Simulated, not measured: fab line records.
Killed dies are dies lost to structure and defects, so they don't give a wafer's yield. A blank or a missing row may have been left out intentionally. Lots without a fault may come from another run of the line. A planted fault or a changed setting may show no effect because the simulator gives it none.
Which of the tools did it? -- flow n5 finfet -- 11 lots with 32 wafers sampled at 5 steps, on a route of 1938 steps

== WHAT THE GAUGES READ, wafer by wafer ==
N5_BEOL_M4_INSPECT_59: inspects for defects (darkfield).
lot,measured,on,raw defect count
L180,day 8 11:52,defect inspect-02,67 40 57
L181,day 8 17:14,defect inspect-02,188 77 84
L183,day 8 19:05,defect inspect-01,97 78 53
L184,day 9 17:56,defect inspect-02,79 36
L187,day 10 07:32,defect inspect-02,43 47 73
L193,day 11 06:29,defect inspect-01,130 52 70
L194,day 11 16:33,defect inspect-02,105 81 76
L195,day 11 23:54,defect inspect-01,41 56 75
L198,day 12 19:55,defect inspect-01,93 59 64
L201,day 13 23:52,defect inspect-01,50 35 41
L203,day 13 23:19,defect inspect-02,93 69 60

N5_BEOL_M4_RC_MEAS_101.
lot,measured,on,DIBL_N (mV/V),DIBL_P (mV/V),IOFF_N (nA/um),IOFF_P (nA/um),ION_N (uA/um),ION_P (uA/um),SERP_M2_max_site (ohm/um),SS_N (mV/dec),SS_P (mV/dec),VT_N (mV),VT_P (mV)
L180,day 8 12:22,prober-02,34.5 35.0 35.1,33.8 35.0 34.7,0.124 0.131 0.136,0.16 0.17 0.16,676 659 661,455 446 451,236 248 215,70.4 71.1 70.7,72.2 72.5 72.9,254.2 253.3 251.9,-256.0 -252.8 -257.8
L181,day 8 17:25,prober-02,36.5 34.5 34.4,35.3 33.6 33.3,0.129 0.114 0.112,0.19 0.18 0.17,654 672 666,452 470 462,216 208 233,71.4 71.0 70.8,73.9 72.9 72.3,254.5 254.6 254.9,-251.4 -251.4 -253.8
L183,day 8 19:07,prober-02,38.1 39.6 39.5,39.4 40.4 39.7,0.192 0.218 0.213,0.26 0.27 0.27,696 682 705,475 466 478,179 197 195,71.6 72.0 71.0,74.1 73.4 73.7,247.3 244.8 247.4,-244.9 -248.1 -247.3
L184,day 9 18:07,prober-01,34.8 36.1,34.1 35.2,0.124 0.143,0.19 0.20,666 660,460 460,239 218,71.1 71.8,72.9 73.1,252.0 251.5,-249.1 -249.3
L187,day 10 07:43,prober-02,37.7 36.1 38.0,38.7 36.5 38.1,0.197 0.157 0.179,0.25 0.22 0.23,671 675 665,459 459 453,207 ~5.4054e+05 ~5.4054e+05,72.4 71.7 72.1,73.5 74.0 73.7,246.4 251.4 249.0,-249.8 -250.4 -251.9
L193,day 11 06:49,prober-01,35.9 34.2 37.2,36.1 34.0 36.8,0.174 0.141 0.195,0.21 0.17 0.22,683 652 689,463 451 462,204 219 214,71.9 71.5 72.0,73.4 73.0 74.3,245.5 252.5 247.2,-251.0 -252.2 -251.3
L194,day 11 16:44,prober-01,35.7 33.4 33.0,35.4 32.3 32.2,0.163 0.118 0.117,0.23 0.18 0.18,669 667 662,469 465 467,193 207 197,70.7 70.2 70.9,73.5 73.1 72.9,247.3 252.6 249.7,-248.7 -250.8 -249.4
L195,day 12 00:05,prober-01,36.6 35.1 34.9,38.4 36.3 36.3,0.167 0.144 0.143,0.22 0.18 0.19,683 680 673,465 463 463,203 228 232,71.1 71.1 71.4,73.3 73.1 72.7,248.6 249.2 248.6,-251.8 -254.8 -253.8
L198,day 12 19:56,prober-02,36.7 37.2 38.1,37.7 38.2 40.4,0.173 0.186 0.202,0.23 0.24 0.28,684 669 688,470 460 475,198 211 202,71.7 71.4 72.0,73.8 74.2 74.6,248.6 245.9 245.9,-248.9 -247.8 -245.5
L201,day 14 00:02,prober-02,33.6 32.7 34.6,33.1 32.2 33.9,0.130 0.124 0.132,0.18 0.17 0.19,675 673 656,467 464 457,212 202 213,71.5 70.7 70.9,72.1 72.4 72.7,250.5 255.6 253.0,-250.3 -251.7 -251.1
L203,day 13 23:31,prober-01,37.5 35.8 38.0,36.0 34.7 36.4,0.179 0.147 0.173,0.23 0.20 0.24,672 678 657,465 460 450,198 188 192,71.6 71.1 71.5,73.9 72.9 73.8,248.6 251.6 248.6,-246.8 -250.3 -252.1

== WHAT TOOL EACH LOT RAN ON (gives the tool, then ch and the chambers of the sampled wafers, and finally the start) ==
lot,N5_BEOL_M2_HM_DEP_02,N5_BEOL_M4_ANNEAL_82,N5_BEOL_M4_ANNEAL_89
L180,"pvd sputter-03, day 6 11:28","pvd sputter-01, day 8 09:33","pvd sputter-01, day 8 09:59"
L181,"pvd sputter-02, day 6 18:43","pvd sputter-02, day 8 14:25","pvd sputter-02, day 8 14:52"
L183,"pvd sputter-01, day 7 06:00","pvd sputter-01, day 8 16:30","pvd sputter-01, day 8 16:56"
L184,"pvd sputter-01, day 7 12:19","pvd sputter-03, day 9 15:20","pvd sputter-03, day 9 15:47"
L187,"pvd sputter-01, day 8 21:43","pvd sputter-02, day 10 05:14","pvd sputter-02, day 10 05:40"
L193,"pvd sputter-02, day 9 17:29","pvd sputter-03, day 11 04:02","pvd sputter-03, day 11 04:28"
L194,"pvd sputter-03, day 10 01:19","pvd sputter-02, day 11 14:14","pvd sputter-02, day 11 14:40"
L195,"pvd sputter-03, day 10 10:13","pvd sputter-02, day 11 21:34","pvd sputter-02, day 11 22:01"
L198,"pvd sputter-03, day 11 01:24","pvd sputter-01, day 12 17:36","pvd sputter-01, day 12 18:02"
L201,"pvd sputter-03, day 12 06:43","pvd sputter-03, day 13 21:15","pvd sputter-03, day 13 21:41"
L203,"pvd sputter-02, day 12 11:02","pvd sputter-02, day 13 21:01","pvd sputter-02, day 13 21:27"
- N5_BEOL_M2_HM_DEP_02: deposits TiN, target thk 20 nm.
- N5_BEOL_M4_ANNEAL_82: time 240 s.
- N5_BEOL_M4_ANNEAL_89: time 240 s.

== AS READ BY THE TOOLS THEMSELVES (means over the sampled wafers that have a number; for cases with no such wafer, the mark the record gives instead) ==
N5_BEOL_M2_HM_DEP_02.
lot,tool,throttle valve pct (%)
L180,pvd sputter-03,30.4
L181,pvd sputter-02,29.5
L183,pvd sputter-01,28.6
L184,pvd sputter-01,30.5
L187,pvd sputter-01,29.2
L193,pvd sputter-02,30.6
L194,pvd sputter-03,29.0
L195,pvd sputter-03,28.8
L198,pvd sputter-03,30.4
L201,pvd sputter-03,30.4
L203,pvd sputter-02,29.4

N5_BEOL_M4_ANNEAL_82.
lot,tool,heater power w (W)
L180,pvd sputter-01,840
L181,pvd sputter-02,801
L183,pvd sputter-01,853
L184,pvd sputter-03,754
L187,pvd sputter-02,871
L193,pvd sputter-03,840
L194,pvd sputter-02,841
L195,pvd sputter-02,802
L198,pvd sputter-01,839
L201,pvd sputter-03,805
L203,pvd sputter-02,760

N5_BEOL_M4_ANNEAL_89.
lot,tool,heater power w (W)
L180,pvd sputter-01,840
L181,pvd sputter-02,808
L183,pvd sputter-01,848
L184,pvd sputter-03,766
L187,pvd sputter-02,848
L193,pvd sputter-03,829
L194,pvd sputter-02,832
L195,pvd sputter-02,802
L198,pvd sputter-01,838
L201,pvd sputter-03,803
L203,pvd sputter-02,759

== THE ANSWER, worked out from the rows above alone ==
Rule: what is usual is taken from the lots themselves. The widest of any qualifying gaps counts: lots, ordered by their means at a reading, are off when they make up no more than a third of the lots, leave a main group of 4 or more, and stand apart from it by 3 or more times the standard deviation of that group's means. If all means in a main group match to the digits the tables above print for the reading, that group is not used. Also off: a lot with no number at a reading for which 4 or more lots have one. The other lots that the step has rows for count as sound. The gauges are gone through in route order, then the tools' own readings, and for those a lot's mean is taken as printed above. At the first step where some lot is off, the reading lying furthest off is the one used; lots without a number count as furthest.
Across all readings shown, no lot is off: no conclusion can be drawn from this.

== WHAT HAD BEEN PUT IN BY THE SIMULATOR ==
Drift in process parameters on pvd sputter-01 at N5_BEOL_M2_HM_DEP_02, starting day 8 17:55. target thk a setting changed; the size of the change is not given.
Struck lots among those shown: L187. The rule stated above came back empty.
